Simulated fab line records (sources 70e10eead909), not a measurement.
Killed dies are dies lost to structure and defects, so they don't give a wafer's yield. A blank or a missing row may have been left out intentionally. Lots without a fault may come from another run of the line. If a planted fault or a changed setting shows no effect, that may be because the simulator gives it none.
The tool behind it: which one?	flow nand-harc	63 wafers from 21 lots sampled at 6 of the route's 1302 steps

== WHAT THE GAUGES SHOWED, per wafer ==
The record lacks any reading of a measuring or inspecting step that a usual standard deviation could be used to judge.

== WHICH TOOL RAN EACH LOT (tool, then ch and the chambers of the sampled wafers, then the start) ==
lot	NHARC_A_STAIRCASE_TRIM_226	NHARC_A_STAIRCASE_TRIM_229	NHARC_A_STAIRCASE_ETCH_234	NHARC_A_STAIRCASE_HM_DEP_456	NHARC_A_STAIRCASE_ETCH_271	NHARC_A_STAIRCASE_ETCH_294
L075	rie-diel-03 ch 0,2,3, day 16 06:37 or earlier	rie-diel-03 ch 1,2,3, day 16 06:37	rie-diel-03 ch 1,2,3, day 16 10:49 or earlier	acl-dep-03 ch 0, day 16 10:49	rie-diel-12 ch 0,3, day 16 13:20	rie-diel-03 ch 1,3, no start
L074	rie-diel-12 ch 1,3, day 16 13:20 or earlier	rie-diel-03 ch 0,1,2, day 16 13:20	rie-diel-03 ch 0,1,3, day 16 18:41 or earlier	acl-dep-02 ch 0, day 16 18:41	rie-diel-12 ch 0,1, day 16 21:24	rie-diel-12 ch 0,1, no start
L076	rie-diel-12 ch 0,1, day 17 05:13 or earlier	rie-diel-12 ch 0,1, day 17 05:13	rie-diel-12 ch 1,2, day 17 09:01 or earlier	acl-dep-01 ch 0, day 17 09:01	rie-diel-08 ch 0,1,2, day 17 11:49	rie-diel-08 ch 0,2,3, no start
L077	rie-diel-03 ch 0,2,3, day 17 05:48 or earlier	rie-diel-03 ch 1,2,3, day 17 05:48	rie-diel-03 ch 0,2,3, day 17 10:02 or earlier	acl-dep-03 ch 0, day 17 10:02	rie-diel-08 ch 0,1,3, day 17 13:41	rie-diel-03 ch 1,2,3, no start
L079	rie-diel-12 ch 0,2, day 18 02:00 or earlier	rie-diel-03 ch 0,2,3, day 18 02:00	rie-diel-03 ch 1,2, day 18 06:02 or earlier	acl-dep-03 ch 0, day 18 06:02	rie-diel-12 ch 1,2, day 18 08:55	rie-diel-12 ch 0,2,3, no start
L078	rie-diel-12 ch 1,2, day 18 02:32 or earlier	rie-diel-08 ch 1,2,3, day 18 02:32	rie-diel-08 ch 0,1,2, day 18 07:33 or earlier	acl-dep-01 ch 0, day 18 07:33	rie-diel-08 ch 0,3, day 18 10:28	rie-diel-12 ch 0,1, no start
L080	rie-diel-12 ch 1,2,3, day 18 22:37 or earlier	rie-diel-12 ch 1,3, day 18 22:37	rie-diel-12 ch 0,2,3, day 19 02:18 or earlier	acl-dep-03 ch 0, day 19 02:18	rie-diel-12 ch 2,3, day 19 05:20	rie-diel-12 ch 0,2,3, no start
L081	rie-diel-03 ch 2,3, day 19 08:10 or earlier	rie-diel-08 ch 1,2, day 19 08:10	rie-diel-08 ch 1,2,3, day 19 12:06 or earlier	acl-dep-02 ch 0, day 19 12:06	rie-diel-08 ch 2,3, day 19 14:35	rie-diel-03 ch 1,2, no start
L084	rie-diel-03 ch 0,2,3, day 20 17:41 or earlier	rie-diel-03 ch 0,1,3, day 20 17:41	rie-diel-03 ch 0,1,3, day 20 22:03 or earlier	acl-dep-02 ch 0, day 20 22:03	rie-diel-08 ch 1,3, day 21 00:59	rie-diel-12 ch 0,1, no start
L082	rie-diel-12 ch 0,1, day 20 19:36 or earlier	rie-diel-12 ch 0,1, day 20 19:36	rie-diel-12 ch 1,2, day 20 23:16 or earlier	acl-dep-01 ch 0, day 20 23:16	rie-diel-12 ch 0,2, day 21 02:19	rie-diel-08 ch 0,1,2, no start
L083	rie-diel-03 ch 1,2, day 20 23:27 or earlier	rie-diel-03 ch 0,1, day 20 23:27	rie-diel-03 ch 1,2,3, day 21 03:10 or earlier	acl-dep-01 ch 0, day 21 03:10	rie-diel-08 ch 0,1,3, day 21 06:06	rie-diel-03 ch 0,1, no start
L086	rie-diel-03 ch 1,3, day 21 08:50 or earlier	rie-diel-08 ch 1,2, day 21 08:50	rie-diel-08 ch 2,3, day 21 16:49 or earlier	acl-dep-03 ch 0, day 21 16:49	rie-diel-08 ch 0,1, day 21 19:56	rie-diel-03 ch 0,2,3, no start
L088	rie-diel-12 ch 0,2,3, day 21 16:32 or earlier	rie-diel-08 ch 1,2, day 21 16:32	rie-diel-08 ch 1,2,3, day 21 20:23 or earlier	acl-dep-01 ch 0, day 21 20:23	rie-diel-03 ch 1,2, day 21 23:05	rie-diel-03 ch 0,1, no start
L089	rie-diel-12 ch 1,2, day 22 10:02 or earlier	rie-diel-08 ch 2,3, day 22 10:02	rie-diel-08 ch 1,2, day 22 15:43 or earlier	acl-dep-01 ch 0, day 22 15:43	rie-diel-12 ch 0,2, day 22 18:39	rie-diel-08 ch 0,1,3, no start
L091	rie-diel-12 ch 2,3, day 23 03:19 or earlier	rie-diel-03 ch 1,2, day 23 03:19	rie-diel-03 ch 0,2,3, day 23 07:10 or earlier	acl-dep-01 ch 0, day 23 07:10	rie-diel-03 ch 0,1, day 23 10:02	rie-diel-08 ch 0,1, no start
L090	rie-diel-03 ch 2,3, day 23 03:53 or earlier	rie-diel-12 ch 1,2,3, day 23 03:53	rie-diel-12 ch 0,2,3, day 23 07:52 or earlier	acl-dep-02 ch 0, day 23 07:52	rie-diel-12 ch 1,2, day 23 10:47	rie-diel-08 ch 0,1, no start
L093	rie-diel-12 ch 0,2,3, day 24 08:45 or earlier	rie-diel-12 ch 0,2,3, day 24 08:45	rie-diel-12 ch 0,2,3, day 24 15:12 or earlier	acl-dep-02 ch 0, day 24 15:12	rie-diel-08 ch 0,1,2, day 24 18:08	rie-diel-03 ch 0,1,3, no start
L094	rie-diel-08 ch 0,3, day 24 12:27 or earlier	rie-diel-12 ch 2,3, day 24 12:27	rie-diel-12 ch 0,3, day 24 17:39 or earlier	acl-dep-02 ch 0, day 24 17:39	rie-diel-03 ch 1,2,3, day 24 19:59	rie-diel-08 ch 2,3, no start
L096	rie-diel-12 ch 0,1, day 25 07:42 or earlier	rie-diel-12 ch 0,1,2, day 25 07:42	rie-diel-12 ch 0,1,2, day 25 11:37 or earlier	acl-dep-02 ch 0, day 25 11:37	rie-diel-12 ch 1,3, day 25 14:07	rie-diel-03 ch 0,2,3, no start
L095	rie-diel-03 ch 0,2,3, day 25 14:38 or earlier	rie-diel-03 ch 0,2,3, day 25 14:38	rie-diel-03 ch 0,1,3, day 25 22:10 or earlier	acl-dep-03 ch 0, day 25 22:10	rie-diel-03 ch 0,1,3, day 26 01:00	rie-diel-12 ch 0,1,3, no start
L097	rie-diel-12 ch 1,2,3, day 25 20:49 or earlier	rie-diel-12 ch 1,2, day 25 20:49	rie-diel-12 ch 1,2, day 26 05:35 or earlier	acl-dep-01 ch 0, day 26 05:35	rie-diel-03 ch 0,1,3, day 26 07:38	rie-diel-12 ch 1,2,3, no start
- NHARC_A_STAIRCASE_TRIM_226: chemistry O2, time 211.2 s.
- NHARC_A_STAIRCASE_TRIM_229: chemistry O2, time 211.2 s.
- NHARC_A_STAIRCASE_ETCH_234: etches the open film in C4F8/O2, target depth 100 nm, time 40.5 s.
- NHARC_A_STAIRCASE_HM_DEP_456: deposits aC, target thk 3100 nm.
- NHARC_A_STAIRCASE_ETCH_271: etches the open film in CF4/CHF3.
- NHARC_A_STAIRCASE_ETCH_294: etches the open film in C4F8/O2/Ar, target depth 4989 nm, time 1211.6 s.

== AS READ BY THE TOOLS THEMSELVES (means over the sampled wafers that have a number; for cases with no such wafer, the mark the record gives instead) ==
NHARC_A_STAIRCASE_TRIM_226.
lot	tool	chamber-pressure-mTorr (mTorr)	drypump-motor-current-A (A)	mfc-ar-sccm (sccm)	oes-product-au (a.u.)	rf-vpp-V (V)	showerhead-plenum-p-Torr (Torr)	throttle-valve-pct (%)
L075	rie-diel-03	60.02	5.37	0.002	1.002	57.3	3.52	17.030
L074	rie-diel-12	60.02	5.56	0.021	1.003	57.7	3.51	17.046
L076	rie-diel-12	60.04	5.60	0.007	1.006	58.5	3.59	17.029
L077	rie-diel-03	60.04	5.36	0.002	1.008	58.9	3.51	17.039
L079	rie-diel-12	60.00	5.29	0.007	0.993	57.9	3.46	17.032
L078	rie-diel-12	60.04	5.53	0.000	1.001	58.1	3.56	17.043
L080	rie-diel-12	59.97	5.46	0.011	0.997	57.0	3.51	17.040
L081	rie-diel-03	59.99	5.55	0.002	0.998	57.1	3.44	17.042
L084	rie-diel-03	60.01	5.34	0.002	0.996	57.0	3.50	17.032
L082	rie-diel-12	59.99	5.55	0.014	1.011	58.2	3.52	17.047
L083	rie-diel-03	59.96	5.49	0.005	0.999	57.7	3.56	17.033
L086	rie-diel-03	59.97	5.40	0.000	1.002	58.2	3.65	17.038
L088	rie-diel-12	60.00	5.40	0.018	0.998	57.4	3.45	17.034
L089	rie-diel-12	59.97	5.37	0.000	0.994	58.0	3.50	17.029
L091	rie-diel-12	59.99	5.42	0.021	0.991	58.1	3.43	17.038
L090	rie-diel-03	59.98	5.53	0.002	0.994	58.1	3.43	17.036
L093	rie-diel-12	59.97	5.41	0.018	0.997	57.0	3.44	17.037
L094	rie-diel-08	59.98	5.48	0.019	0.992	57.8	3.33	17.029
L096	rie-diel-12	59.99	5.62	0.007	0.993	58.2	3.55	17.040
L095	rie-diel-03	60.02	5.37	0.002	1.000	58.1	3.48	17.049
L097	rie-diel-12	59.99	5.46	0.011	1.000	58.2	3.48	17.031

NHARC_A_STAIRCASE_TRIM_229.
lot	tool	chamber-pressure-mTorr (mTorr)	drypump-motor-current-A (A)	mfc-ar-sccm (sccm)	oes-product-au (a.u.)	rf-vpp-V (V)	showerhead-plenum-p-Torr (Torr)	throttle-valve-pct (%)
L075	rie-diel-03	60.07	5.5	0.002	0.995	57.5	3.57	17.032
L074	rie-diel-03	60.03	5.3	0.002	1.008	58.2	3.63	17.037
L076	rie-diel-12	60.05	5.6	0.014	1.002	58.3	3.54	17.032
L077	rie-diel-03	59.97	5.5	0.002	1.005	57.9	3.57	17.029
L079	rie-diel-03	60.03	5.4	0.002	1.000	57.4	3.51	17.039
L078	rie-diel-08	60.06	5.9	0.015	1.012	57.2	3.31	17.034
L080	rie-diel-12	60.05	5.6	0.021	1.000	58.3	3.51	17.042
L081	rie-diel-08	60.02	6.2	0.011	1.011	57.2	3.30	17.032
L084	rie-diel-03	59.97	5.2	0.000	0.995	57.2	3.61	17.042
L082	rie-diel-12	59.94	5.5	0.014	0.998	58.4	3.52	17.040
L083	rie-diel-03	60.04	5.2	0.000	0.998	57.8	3.72	17.039
L086	rie-diel-08	59.97	6.2	0.011	1.001	57.6	3.28	17.035
L088	rie-diel-08	60.06	6.2	0.011	0.997	56.6	3.28	17.048
L089	rie-diel-08	60.02	5.9	0.011	1.000	57.2	3.28	17.027
L091	rie-diel-03	60.04	5.4	0.002	1.006	58.2	3.66	17.037
L090	rie-diel-12	60.04	5.5	0.011	0.995	58.1	3.49	17.027
L093	rie-diel-12	60.01	5.4	0.018	0.987	57.6	3.44	17.032
L094	rie-diel-12	60.02	5.3	0.011	0.988	58.0	3.43	17.033
L096	rie-diel-12	60.01	5.5	0.007	0.997	56.8	3.49	17.039
L095	rie-diel-03	59.98	5.4	0.002	0.998	57.7	3.48	17.031
L097	rie-diel-12	60.00	5.5	0.000	0.995	58.2	3.53	17.039

NHARC_A_STAIRCASE_ETCH_234.
lot	tool	chamber-pressure-mTorr (mTorr)	oes-product-au (a.u.)	rf-vpp-V (V)
L075	rie-diel-03	25.006	0.943	897
L074	rie-diel-03	24.996	0.935	900
L076	rie-diel-12	25.003	0.937	898
L077	rie-diel-03	24.996	0.935	896
L079	rie-diel-03	24.988	0.945	898
L078	rie-diel-08	25.009	0.948	889
L080	rie-diel-12	25.020	0.946	894
L081	rie-diel-08	25.000	0.953	887
L084	rie-diel-03	24.984	0.933	898
L082	rie-diel-12	25.005	0.936	895
L083	rie-diel-03	24.982	0.940	897
L086	rie-diel-08	24.993	0.964	886
L088	rie-diel-08	25.012	0.941	887
L089	rie-diel-08	25.004	0.930	886
L091	rie-diel-03	24.992	0.940	896
L090	rie-diel-12	25.013	0.936	893
L093	rie-diel-12	25.007	0.924	893
L094	rie-diel-12	25.011	0.955	893
L096	rie-diel-12	24.999	0.941	895
L095	rie-diel-03	24.990	0.926	898
L097	rie-diel-12	25.011	0.943	896

NHARC_A_STAIRCASE_HM_DEP_456.
lot	tool	throttle-valve-pct (%)
L075	acl-dep-03	34.995
L074	acl-dep-02	34.997
L076	acl-dep-01	35.009
L077	acl-dep-03	35.002
L079	acl-dep-03	35.010
L078	acl-dep-01	35.001
L080	acl-dep-03	35.006
L081	acl-dep-02	35.004
L084	acl-dep-02	35.006
L082	acl-dep-01	34.996
L083	acl-dep-01	35.001
L086	acl-dep-03	35.004
L088	acl-dep-01	35.005
L089	acl-dep-01	35.000
L091	acl-dep-01	35.011
L090	acl-dep-02	35.002
L093	acl-dep-02	34.995
L094	acl-dep-02	34.998
L096	acl-dep-02	35.001
L095	acl-dep-03	35.000
L097	acl-dep-01	35.000

NHARC_A_STAIRCASE_ETCH_271.
lot	tool	chamber-pressure-mTorr (mTorr)	drypump-motor-current-A (A)	mfc-ar-sccm (sccm)	oes-product-au (a.u.)	rf-vpp-V (V)	showerhead-plenum-p-Torr (Torr)	throttle-valve-pct (%)
L075	rie-diel-12	25.007	5.5	0.028	0.965	369.5	1.55	16.799
L074	rie-diel-12	25.004	5.6	0.007	0.923	371.3	1.60	16.804
L076	rie-diel-08	25.007	6.0	0.006	0.972	367.2	1.49	16.801
L077	rie-diel-08	25.005	5.7	0.015	0.929	367.3	1.49	16.798
L079	rie-diel-12	24.981	5.3	0.000	0.966	370.6	1.57	16.810
L078	rie-diel-08	25.007	5.5	0.019	0.965	367.7	1.49	16.800
L080	rie-diel-12	25.016	5.3	0.011	0.966	370.0	1.54	16.802
L081	rie-diel-08	24.980	5.6	0.019	0.963	367.6	1.47	16.811
L084	rie-diel-08	24.990	6.0	0.020	0.930	368.2	1.47	16.804
L082	rie-diel-12	25.003	5.3	0.007	0.920	369.7	1.54	16.805
L083	rie-diel-08	24.983	5.7	0.015	0.928	368.7	1.49	16.805
L086	rie-diel-08	24.990	6.0	0.011	0.945	367.4	1.48	16.804
L088	rie-diel-03	25.015	5.5	0.005	0.922	371.4	1.59	16.817
L089	rie-diel-12	24.988	5.4	0.014	0.977	369.1	1.54	16.799
L091	rie-diel-03	24.978	5.2	0.000	0.977	372.9	1.66	16.797
L090	rie-diel-12	25.009	5.3	0.000	0.970	370.6	1.56	16.802
L093	rie-diel-08	24.990	6.0	0.006	0.967	371.4	1.64	16.810
L094	rie-diel-03	24.994	5.4	0.002	0.968	371.0	1.58	16.797
L096	rie-diel-12	24.999	5.6	0.021	0.931	369.6	1.55	16.810
L095	rie-diel-03	25.018	5.3	0.000	0.969	370.9	1.60	16.797
L097	rie-diel-03	24.996	5.3	0.000	0.970	371.6	1.60	16.801

NHARC_A_STAIRCASE_ETCH_294.
lot	tool	chamber-pressure-mTorr (mTorr)	oes-product-au (a.u.)	rf-vpp-V (V)
L075	rie-diel-03	24.999	0.930	1829
L074	rie-diel-12	25.006	0.929	1831
L076	rie-diel-08	24.992	0.926	1813
L077	rie-diel-03	24.980	0.921	1829
L079	rie-diel-12	25.008	0.937	1822
L078	rie-diel-12	25.009	0.939	1828
L080	rie-diel-12	24.988	0.934	1821
L081	rie-diel-03	24.986	0.932	1830
L084	rie-diel-12	25.022	0.932	1825
L082	rie-diel-08	24.991	0.941	1811
L083	rie-diel-03	25.047	0.938	1837
L086	rie-diel-03	24.996	0.933	1825
L088	rie-diel-03	24.989	0.930	1840
L089	rie-diel-08	25.000	0.932	1812
L091	rie-diel-08	24.996	0.934	1810
L090	rie-diel-08	24.999	0.923	1813
L093	rie-diel-03	25.009	0.935	1832
L094	rie-diel-08	24.984	0.931	1823
L096	rie-diel-03	25.003	0.937	1824
L095	rie-diel-12	25.015	0.934	1823
L097	rie-diel-12	25.019	0.934	1823

== THE ANSWER, worked out from the rows above alone ==
Rule: what is usual is taken from the lots themselves. The widest of any qualifying gaps counts: lots, ordered by their means at a reading, are off when they make up no more than a third of the lots, leave a main group of 4 or more, and stand apart from it by 3 or more times the standard deviation of that group's means. The tables above print the reading to a certain number of digits; a main group whose means all agree to those digits is not used. A lot without any number at a reading at which 4 lots or more have one is off too. The other lots that the step has rows for count as sound. Order of review: gauges by route order, followed by the tools' own readings, for which a lot's mean as printed above is used. At the first step where some lot is off, the reading lying furthest off is the one used; lots without a number count as furthest.
No lot is off at any reading shown: from this, nothing can be told.

== WHAT THE SIMULATOR HAD INSERTED ==
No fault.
